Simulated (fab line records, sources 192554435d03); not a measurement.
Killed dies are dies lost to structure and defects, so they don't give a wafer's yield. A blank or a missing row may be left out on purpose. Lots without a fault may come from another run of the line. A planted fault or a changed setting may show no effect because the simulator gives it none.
Split-lot experiment | flow n5_finfet | 7 lots, 21 wafers read, on a route of 1938 steps

THE SPLIT
At N5_BEOL_M15_SPUTTER_44 (material Ta, target thk 15 nm, time 24.19 s), the setting time_s was moved away from the recipe's 24.19 s on 7 of the 21 wafers read, by -11.7% to +11.0%. The other wafers ran this setting at the recipe's value.

The reading is taken at the split's own step.

THE READING
Ta_of_BEOL_M15_SPUTTER_44.thk_nm (the simulator's own value, which no gauge read), in nm, at N5_BEOL_M15_SPUTTER_44 (material Ta, target thk 15 nm, time 24.19 s). The file gives no usual value for it. The 14 wafers here that ran the recipe average 15.0 nm, standard deviation 0.13 nm.

wafer  | tool, chamber at the split | time_s as run, s | against the recipe | Ta_of_BEOL_M15_SPUTTER_44.thk_nm, nm | against lot-mates on the recipe
L076.4 | pvd_sputter-02, -          | 24.19            | recipe             | 14.8                                 | -
L076.6 | pvd_sputter-02, -          | 24.19            | recipe             | 14.8                                 | -
L076.5 | pvd_sputter-02, -          | 24.19            | recipe             | 15.2                                 | -
L077.1 | pvd_sputter-01, -          | 26.84            | +11.0%             | 16.4                                 | +1.6
L077.2 | pvd_sputter-01, -          | 24.19            | recipe             | 14.8                                 | -
L077.6 | pvd_sputter-01, -          | 24.19            | recipe             | 14.8                                 | -
L084.1 | pvd_sputter-01, -          | 24.19            | recipe             | 15                                   | -
L084.2 | pvd_sputter-01, -          | 24.19            | recipe             | 15                                   | -
L084.3 | pvd_sputter-01, -          | 24.19            | recipe             | 15                                   | -
L085.3 | pvd_sputter-02, -          | 21.46            | -11.3%             | 13.4                                 | no lot-mate on the recipe
L085.5 | pvd_sputter-02, -          | 21.46            | -11.3%             | 13.2                                 | no lot-mate on the recipe
L085.6 | pvd_sputter-02, -          | 21.46            | -11.3%             | 13.6                                 | no lot-mate on the recipe
L090.1 | pvd_sputter-03, -          | 24.19            | recipe             | 15                                   | -
L090.4 | pvd_sputter-03, -          | 24.19            | recipe             | 15                                   | -
L090.2 | pvd_sputter-03, -          | 24.19            | recipe             | 15.2                                 | -
L093.3 | pvd_sputter-03, -          | 24.19            | recipe             | 15                                   | -
L093.5 | pvd_sputter-03, -          | 24.19            | recipe             | 14.8                                 | -
L093.6 | pvd_sputter-03, -          | 21.37            | -11.7%             | 13.2                                 | -1.7
L097.1 | pvd_sputter-02, -          | 24.19            | recipe             | 15                                   | -
L097.2 | pvd_sputter-02, -          | 25.87            | +6.9%              | 15.8                                 | +0.8
L097.5 | pvd_sputter-02, -          | 25.87            | +6.9%              | 16.2                                 | +1.2

THE FIT
A straight line over all 21 wafers: Ta_of_BEOL_M15_SPUTTER_44.thk_nm changes by +0.141 nm for each +1% of time_s; r = +0.98; the points scatter about the line by 0.15 nm.
The same after taking each lot's own level away (the mean of its wafers on the recipe; 18 wafers): +0.145 nm for each +1%; r = +0.98; scatter 0.12 nm.
On that fit, the largest move of time_s shifts the reading by 1.7 nm.
The lots' own levels span 14.80 to 15.07 nm, that is 2.0 times the standard deviation above.
So the lot-to-lot level changes the slope little: the two slopes agree.
Check: with one of the wafers moved furthest among these (-11.7%) left out of the fit, the line predicts -1.69 nm for it against its lot-mates. It came out at -1.7 nm against them.

OTHER SPLITS ON THESE WAFERS
These wafers also went through other splits before the reading. Each is held against what the fit with the lots' levels taken away leaves over:
other split on the same wafers        | wafers away from the commonest value | r with Ta_of_BEOL_M15_SPUTTER_44.thk_nm (lot level and that fit taken away)
N5_BEOL_M13_EXPOSE_25 dose_mj         | 8                                    | -0.16
N5_BEOL_M13_DEVELOP_27 develop_time_s | 4                                    | -0.43
N5_BEOL_M14_ILD_DEP_00 temp_c         | 7                                    | +0.10
N5_BEOL_M14_PEB_08 peb_time_s         | 5                                    | +0.17

THE FILE'S OWN FIT
Ta_of_BEOL_M15_SPUTTER_44.thk_nm changes by +0.146 nm for each +1% of time_s, r = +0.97.
